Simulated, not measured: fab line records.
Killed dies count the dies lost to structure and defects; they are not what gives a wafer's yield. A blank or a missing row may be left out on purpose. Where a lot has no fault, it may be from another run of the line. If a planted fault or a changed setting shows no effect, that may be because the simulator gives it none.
fab line records | flow n5_finfet
record lots=10 | wafers=29 | last_day=18
route steps=1938 shown BEOL_M7@1321 BEOL_M8@1332
lots that met no fault: taken from a fault-free run of the same line
start_h: hours from the record's first day to the start of the lot's first wafer shown | wait_h: time in hours since the lot's previous step | " as in the row above | L1.1+2: a single row standing in for several wafers | - no value present, or no start provided | * or withheld: withheld | < > ~ a bound
route shown NAME@n: NAME is a module with steps in the file, n the number in the route of the first one | usual: mean and standard deviation over wafers with no fault | same: alike in all rows | chamber/n: place in a boat | sites: each site's reading | _std_site: their standard deviation | _edge_site: outer sites' mean less inner sites' | radius_mm: how far each site lies from the wafer's centre | mask NAME#n: copy n | behind: the most recent tool/chamber to have shaped the wafer | hold: reason for holding the lot/hours on hold/outcome of the hold | device: transistor that didn't switch, given as n, p or np | end of line: tests run on the same wafers once the route is complete | a step without rows: its recipe alone | killed: count of dies lost to structure and defects at first sort (not the wafer's yield) | map: shows each die of a wafer: x if killed, . if not, _ if none is there
set.NAME: the setting the step ran with; set.NAME@STEP: the setting that earlier step ran with | model.NAME: the simulator's own value behind a step, which no gauge read
a sample of lots followed through the steps of the route, with each step as a table and each wafer as a row
services: from which hour (start_h, from the record's first day; less than 0 if before it) a tool's chamber was out of use, for how many hours, and why
## steps
# step N5_BEOL_M7_SURFACE_TREAT_79
# recipe gas=Ar | time_s=* | ion_energy_ev=* | ion_current_ma_cm2=0.5 | pressure_mtorr=* | ar_flow_sccm=30
# usual throttle_valve_pct=*
lot.wafer | tool           | chamber | start_h | wait_h | throttle_valve_pct
L309.4    | pvd_sputter-02 | -       | 206.45  | 0.1    | *
L309.5    | "              | -       | "       | "      | *
L309.6    | "              | -       | "       | "      | *
L310.2    | pvd_sputter-03 | -       | 213.10  | 0.2    | *
L310.4    | "              | -       | "       | "      | *
L310.6    | "              | -       | "       | "      | *
L313.2    | pvd_sputter-01 | -       | 240.92  | 0.2    | *
L313.6    | "              | -       | "       | "      | *
L314.3    | pvd_sputter-03 | -       | 241.32  | 0.4    | *
L314.4    | "              | -       | "       | "      | *
L314.5    | "              | -       | "       | "      | *
L318.1    | pvd_sputter-03 | -       | 270.86  | 0.2    | *
L318.3    | "              | -       | "       | "      | *
L318.4    | "              | -       | "       | "      | *
L323.2    | pvd_sputter-01 | -       | 283.10  | 0.6    | *
L323.4    | "              | -       | "       | "      | *
L323.5    | "              | -       | "       | "      | *
L324.2    | pvd_sputter-03 | -       | 288.96  | 0.4    | *
L324.3    | "              | -       | "       | "      | *
L324.5    | "              | -       | "       | "      | *
L329.1    | pvd_sputter-01 | -       | 332.52  | 0.2    | *
L329.5    | "              | -       | "       | "      | *
L329.6    | "              | -       | "       | "      | *
L332.2    | pvd_sputter-02 | -       | 340.42  | 0.3    | *
L332.4    | "              | -       | "       | "      | *
L332.5    | "              | -       | "       | "      | *
L330.2    | pvd_sputter-02 | -       | 344.64  | 1.8    | *
L330.3    | "              | -       | "       | "      | *
L330.4    | "              | -       | "       | "      | *
# step N5_BEOL_M7_CMP_52
# recipe stop_on=SiCOH_lowk | t_overpolish_s=6.9 | down_force_psi=1 | platen_rpm=50 | clearing_platen_down_force_psi=1.5 | clearing_platen_rpm=50 | post_cmp_clean=cu_alkaline | target_thk_nm=80 | clearing_platen_pad_velocity_m_s=0.99484 | pad_velocity_m_s=0.99484
# usual barrier_field_endpoint_s=29.4/0.84 | clearing_platen_down_force_psi=1.500/0.0033 | head_pressure_psi=0.9999/0.002 | motor_current_A=5.6/0.67 | overpolish_run_s=6.899/0.0082 | pad_life_wafers=1114/570 | time_to_endpoint_s=63/3.6
lot.wafer | tool   | chamber | start_h | wait_h | barrier_field_endpoint_s | clearing_platen_down_force_psi | head_pressure_psi | motor_current_A | overpolish_run_s | pad_life_wafers | time_to_endpoint_s
L309.4    | cmp-02 | 2       | 207.55  | 0.2    | 31.1                     | 1.506                          | 0.9979            | 6.1             | 6.905            | 1586            | 69
L309.6    | "      | 0       | "       | "      | 30.6                     | 1.499                          | 1.0011            | 4.9             | 6.905            | -               | 68
L309.5    | "      | 1       | "       | "      | 29.6                     | 1.504                          | 1.0014            | 5.9             | 6.901            | -               | 61
L310.4    | cmp-02 | 1       | 213.95  | 0.2    | 28.9                     | 1.499                          | 1.0005            | 6.3             | 6.892            | 1693            | 63
L310.2    | "      | 2       | "       | "      | 29.5                     | 1.502                          | 1.0005            | 6.1             | 6.906            | 1694            | 65
L310.6    | "      | 1       | "       | "      | 29.7                     | 1.501                          | 1.0002            | 6.1             | 6.916            | -               | 63
L313.2    | cmp-04 | 1       | 242.45  | 0.2    | 30.3                     | 1.497                          | 0.9994            | 5.4             | 6.909            | 1344            | 71
L313.6    | "      | 1       | "       | "      | 30.6                     | 1.498                          | 1.0028            | 5.5             | 6.905            | -               | 71
L314.4    | cmp-02 | 3       | 243.37  | 0.2    | 28.9                     | 1.498                          | 1.0025            | 5.3             | 6.897            | 1951            | 61
L314.3    | "      | 0       | "       | "      | 29.1                     | 1.496                          | 0.9998            | 4.7             | 6.895            | 1952            | 67
L314.5    | "      | 2       | "       | "      | 29.6                     | 1.499                          | 0.9978            | 6.6             | 6.894            | -               | 68
L318.3    | cmp-02 | 3       | 272.07  | 0.2    | 29.3                     | 1.495                          | 1.0009            | 5.4             | 6.889            | 42              | 62
L318.1    | "      | 0       | "       | "      | 29.7                     | 1.502                          | 1.0016            | 4.4             | 6.884            | 43              | 67
L318.4    | "      | 1       | "       | "      | 30.1                     | 1.501                          | 1.0024            | 6.1             | 6.896            | 44              | 66
L323.4    | cmp-03 | 2       | 284.25  | 0.3    | 30.7                     | 1.500                          | 0.9979            | 4.3             | 6.909            | 1064            | 67
L323.2    | "      | 3       | "       | "      | 28.3                     | 1.503                          | 0.9988            | 6.3             | 6.904            | 1065            | 63
L323.5    | "      | 0       | "       | "      | 29.6                     | 1.497                          | 1.0002            | 5.6             | 6.886            | -               | 63
L324.2    | cmp-02 | 3       | 290.14  | 0.3    | 30.0                     | 1.507                          | 1.0001            | 5.6             | 6.904            | 200             | 64
L324.3    | "      | 0       | "       | "      | 29.8                     | 1.498                          | 1.0023            | 4.5             | 6.918            | 201             | 67
L324.5    | "      | 2       | "       | "      | 29.9                     | 1.504                          | 1.0018            | 6.1             | 6.905            | -               | 66
L329.1    | cmp-02 | 3       | 333.38  | 0.3    | 28.5                     | 1.493                          | 0.9985            | 5.6             | 6.902            | 558             | 60
L329.5    | "      | 3       | "       | "      | 29.1                     | 1.495                          | 0.9997            | 5.7             | 6.900            | -               | 63
L329.6    | "      | 0       | "       | "      | 29.4                     | 1.503                          | 0.9978            | 4.5             | 6.903            | -               | 65
L332.2    | cmp-03 | 0       | 342.15  | 0.2    | 28.1                     | 1.496                          | 0.9958            | 5.6             | 6.893            | 1525            | 59
L332.4    | "      | 1       | "       | "      | 29.2                     | 1.492                          | 1.0005            | 6.2             | 6.910            | 1526            | 65
L332.5    | "      | 3       | "       | "      | 28.5                     | 1.503                          | 1.0017            | 6.6             | 6.901            | -               | 61
L330.3    | cmp-03 | 1       | 345.84  | 0.2    | 29.6                     | 1.500                          | 0.9971            | 5.9             | 6.901            | 1554            | 63
L330.2    | "      | 3       | "       | "      | 29.4                     | 1.506                          | 1.0016            | 6.5             | 6.897            | 1556            | 59
L330.4    | "      | 0       | "       | "      | 29.3                     | 1.502                          | 0.9985            | 5.5             | 6.892            | 1557            | 57
# step N5_BEOL_M7_DEP_56
# recipe material=SiCN | target_thk_a=100 | temp_c=withheld | precursor=3MS/NH3 | pressure_torr=3 | rf_w=202 | time_s=17.5
# usual showerhead_plenum_p_Torr=3.665/0.014 | showerhead_vpp_V=888/32 | throttle_valve_pct=8.9/0.36
lot.wafer | tool     | chamber | start_h | wait_h | showerhead_plenum_p_Torr | showerhead_vpp_V | throttle_valve_pct
L309.4    | pecvd-01 | 1       | 207.86  | 0.0    | 3.679                    | 916              | 9.2
L309.5    | "        | 0       | "       | "      | 3.689                    | 931              | 8.8
L309.6    | "        | 1       | "       | "      | 3.673                    | 907              | 9.0
L310.2    | pecvd-01 | 1       | 214.28  | 0.0    | 3.677                    | 912              | 9.2
L310.4    | "        | 1       | "       | "      | 3.659                    | 910              | 9.5
L310.6    | "        | 0       | "       | "      | 3.692                    | 922              | 8.5
L313.2    | pecvd-01 | 2       | 242.80  | 0.0    | 3.635                    | 881              | 8.3
L313.6    | "        | 1       | "       | "      | 3.663                    | 905              | 9.3
L314.3    | pecvd-02 | 1       | 243.69  | 0.0    | 3.678                    | 843              | 9.2
L314.4    | "        | 0       | "       | "      | 3.666                    | 912              | 8.9
L314.5    | "        | 2       | "       | "      | 3.678                    | 822              | 8.5
L318.1    | pecvd-02 | 2       | 272.43  | 0.0    | 3.663                    | 841              | 8.2
L318.3    | "        | 1       | "       | "      | 3.670                    | 849              | 9.5
L318.4    | "        | 0       | "       | "      | 3.669                    | 926              | 8.8
L323.2    | pecvd-04 | 1       | 284.53  | 0.0    | 3.675                    | 901              | 8.9
L323.4    | "        | 0       | "       | "      | 3.661                    | 845              | 9.1
L323.5    | "        | 2       | "       | "      | 3.640                    | 917              | 8.7
L324.2    | pecvd-04 | 1       | 290.42  | 0.0    | 3.664                    | 884              | 9.2
L324.3    | "        | 2       | "       | "      | 3.652                    | 904              | 9.1
L324.5    | "        | 2       | "       | "      | 3.651                    | 909              | 8.7
L329.1    | pecvd-04 | 1       | 333.73  | 0.0    | 3.670                    | 901              | 9.4
L329.5    | "        | 0       | "       | "      | 3.654                    | 855              | 9.2
L329.6    | "        | 2       | "       | "      | 3.655                    | 901              | 9.0
L332.2    | pecvd-04 | 2       | 342.47  | 0.0    | 3.653                    | 902              | 9.0
L332.4    | "        | 0       | "       | "      | 3.654                    | 871              | 8.8
L332.5    | "        | 1       | "       | "      | 3.679                    | 902              | 9.0
L330.2    | pecvd-01 | 0       | 346.20  | 0.0    | 3.684                    | 928              | 8.4
L330.3    | "        | 2       | "       | "      | 3.633                    | 888              | 8.5
L330.4    | "        | 1       | "       | "      | 3.671                    | 893              | 9.1
# step N5_BEOL_M8_ILD_DEP_00
# recipe material=SiCOH_lowk | target_thk_a=1797.5 | temp_c=300 | precursor=DEMS/porogen | pressure_torr=5 | rf_w=500 | time_s=33.4
# usual heater_power_w=327/69 | showerhead_plenum_p_Torr=5.744/0.011 | showerhead_vpp_V=1393/71 | throttle_valve_pct=13.5/0.58
lot.wafer | tool     | chamber | start_h | wait_h | heater_power_w | showerhead_plenum_p_Torr | showerhead_vpp_V | throttle_valve_pct
L309.4    | pecvd-03 | 0       | 208.02  | 0.1    | 263            | 5.757                    | 1513             | 12.7
L309.5    | "        | 1       | "       | "      | 241            | 5.737                    | 1455             | 14.0
L309.6    | "        | 2       | "       | "      | 446            | 5.757                    | 1376             | 13.0
L310.2    | pecvd-04 | 2       | 214.44  | 0.0    | 227            | 5.724                    | 1420             | 13.4
L310.4    | "        | 2       | "       | "      | 226            | 5.742                    | 1450             | 13.3
L310.6    | "        | 0       | "       | "      | 303            | 5.731                    | 1358             | 13.7
L313.2    | pecvd-03 | 1       | 242.93  | 0.0    | 248            | 5.737                    | 1443             | 14.3
L313.6    | "        | 2       | "       | "      | 452            | 5.774                    | 1363             | 13.3
L314.3    | pecvd-03 | 2       | 243.82  | 0.0    | 452            | 5.758                    | 1369             | 13.0
L314.4    | "        | 2       | "       | "      | 449            | 5.740                    | 1353             | 13.2
L314.5    | "        | 0       | "       | "      | 272            | 5.746                    | 1511             | 12.9
L318.1    | pecvd-03 | 2       | 272.58  | 0.0    | 465            | 5.765                    | 1357             | 13.0
L318.3    | "        | 1       | "       | "      | 263            | 5.745                    | 1453             | 14.4
L318.4    | "        | 2       | "       | "      | 470            | 5.759                    | 1356             | 13.1
L323.2    | pecvd-03 | 1       | 284.66  | 0.0    | 257            | 5.747                    | 1471             | 14.1
L323.4    | "        | 1       | "       | "      | 258            | 5.740                    | 1454             | 14.2
L323.5    | "        | 0       | "       | "      | 211            | 5.743                    | 1527             | 12.9
L324.2    | pecvd-03 | 0       | 290.55  | 0.0    | 259            | 5.760                    | 1509             | 12.8
L324.3    | "        | 2       | "       | "      | 382            | 5.764                    | 1337             | 13.1
L324.5    | "        | 0       | "       | "      | 265            | 5.760                    | 1540             | 13.1
L329.1    | pecvd-04 | 0       | 333.86  | 0.0    | 333            | 5.734                    | 1369             | 13.9
L329.5    | "        | 0       | "       | "      | 324            | 5.737                    | 1349             | 13.8
L329.6    | "        | 2       | "       | "      | 213            | 5.736                    | 1440             | 13.7
L332.2    | pecvd-02 | 2       | 342.60  | 0.0    | 380            | 5.738                    | 1310             | 12.7
L332.4    | "        | 1       | "       | "      | 380            | 5.741                    | 1331             | 14.0
L332.5    | "        | 0       | "       | "      | 388            | 5.744                    | 1454             | 13.5
L330.2    | pecvd-02 | 2       | 346.33  | 0.0    | 325            | 5.734                    | 1272             | 12.5
L330.3    | "        | 0       | "       | "      | 358            | 5.739                    | 1431             | 13.8
L330.4    | "        | 1       | "       | "      | 348            | 5.746                    | 1351             | 13.9
# step N5_BEOL_M8_THK_MEAS_01
# recipe reads=SiCOH_lowk_of_BEOL_M8_ILD_DEP_00
# usual M8_ILD_THK=155.3/2.2
lot.wafer | tool          | chamber | start_h | wait_h | M8_ILD_THK[nm]
L309.4    | film_metro-02 | -       | 209.06  | 0.4    | 157.0
L309.5    | "             | -       | "       | "      | 158.5
L309.6    | "             | -       | "       | "      | 158.2
L310.2    | film_metro-02 | -       | 215.03  | 0.4    | 153.4
L310.4    | "             | -       | "       | "      | 158.9
L310.6    | "             | -       | "       | "      | 153.6
L313.2    | film_metro-01 | -       | 243.51  | 0.4    | 154.8
L313.6    | "             | -       | "       | "      | 157.9
L314.3    | film_metro-02 | -       | 244.40  | 0.3    | 153.2
L314.4    | "             | -       | "       | "      | 156.3
L314.5    | "             | -       | "       | "      | 153.6
L318.1    | film_metro-02 | -       | 273.19  | 0.4    | 154.0
L318.3    | "             | -       | "       | "      | 153.9
L318.4    | "             | -       | "       | "      | 157.4
L323.2    | film_metro-02 | -       | 285.55  | 0.4    | 154.7
L323.4    | "             | -       | "       | "      | 158.7
L323.5    | "             | -       | "       | "      | 181.0
L324.2    | film_metro-01 | -       | 291.13  | 0.4    | 155.5
L324.3    | "             | -       | "       | "      | 157.4
L324.5    | "             | -       | "       | "      | 184.6
L329.1    | film_metro-01 | -       | 334.44  | 0.4    | 153.5
L329.5    | "             | -       | "       | "      | 155.4
L329.6    | "             | -       | "       | "      | 156.5
L332.2    | film_metro-01 | -       | 343.18  | 0.4    | 153.6
L332.4    | "             | -       | "       | "      | 157.6
L332.5    | "             | -       | "       | "      | 156.7
L330.2    | film_metro-02 | -       | 346.91  | 0.4    | 155.7
L330.3    | "             | -       | "       | "      | 153.7
L330.4    | "             | -       | "       | "      | 153.7
## services
tool           | chamber | start_h | hours | kind
cmp-03         | -       | 189.88  | 1.2   | repair
pecvd-01       | 2       | 190.23  | 2.3   | repair
pecvd-04       | -       | 195.44  | 5.5   | pm
cmp-04         | -       | 197.34  | 4.2   | repair
cmp-03         | -       | 199.47  | 10.9  | pm
pecvd-02       | -       | 214.93  | 1.0   | repair
cmp-03         | -       | 217.35  | 4.0   | repair
pecvd-04       | 0       | 217.44  | 5.5   | scheduled_down
cmp-03         | -       | 227.05  | 4.2   | repair
cmp-02         | -       | 236.73  | 2.3   | repair
pecvd-01       | -       | 255.43  | 0.8   | repair
cmp-02         | -       | 263.21  | 4.0   | pm
pecvd-03       | 0       | 272.97  | 3.5   | repair
pvd_sputter-02 | -       | 288.76  | 8.9   | repair
cmp-04         | -       | 289.99  | 2.2   | pm
cmp-04         | -       | 295.23  | 1.3   | repair
cmp-03         | -       | 297.84  | 1.4   | repair
pecvd-04       | -       | 307.35  | 2.8   | pm
pecvd-03       | 1       | 319.66  | 12.4  | repair
pvd_sputter-01 | -       | 326.48  | 1.0   | repair
cmp-03         | -       | 329.41  | 1.3   | repair
pecvd-01       | -       | 330.04  | 1.3   | repair
cmp-04         | -       | 332.19  | 4.0   | pm
pecvd-03       | 0       | 339.32  | 30.1  | repair
## key
first_sign step=N5_BEOL_M8_THK_MEAS_01 | reading=M8_ILD_THK | direction=up | sigmas=12 | usual=155.3 | struck=182.8
effect none on later readings
met_at N5_BEOL_M8_ILD_DEP_00
struck_lots L323,L324
struck_wafers L323.5,L324.5
not_acting_at N5_BEOL_M7_SURFACE_TREAT_79,N5_BEOL_M7_CMP_52,N5_BEOL_M7_DEP_56
onset_between 272.58 284.66
fault kind=process_parameter_drift | tool=pecvd-03 | chamber=- | onset_h=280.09 | steps=N5_BEOL_M8_ILD_DEP_00 | channel=target_thk_a | offset=* | shape=step | end_h=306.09 | scope=struck_wafers_only | acts_in=* | stated=*
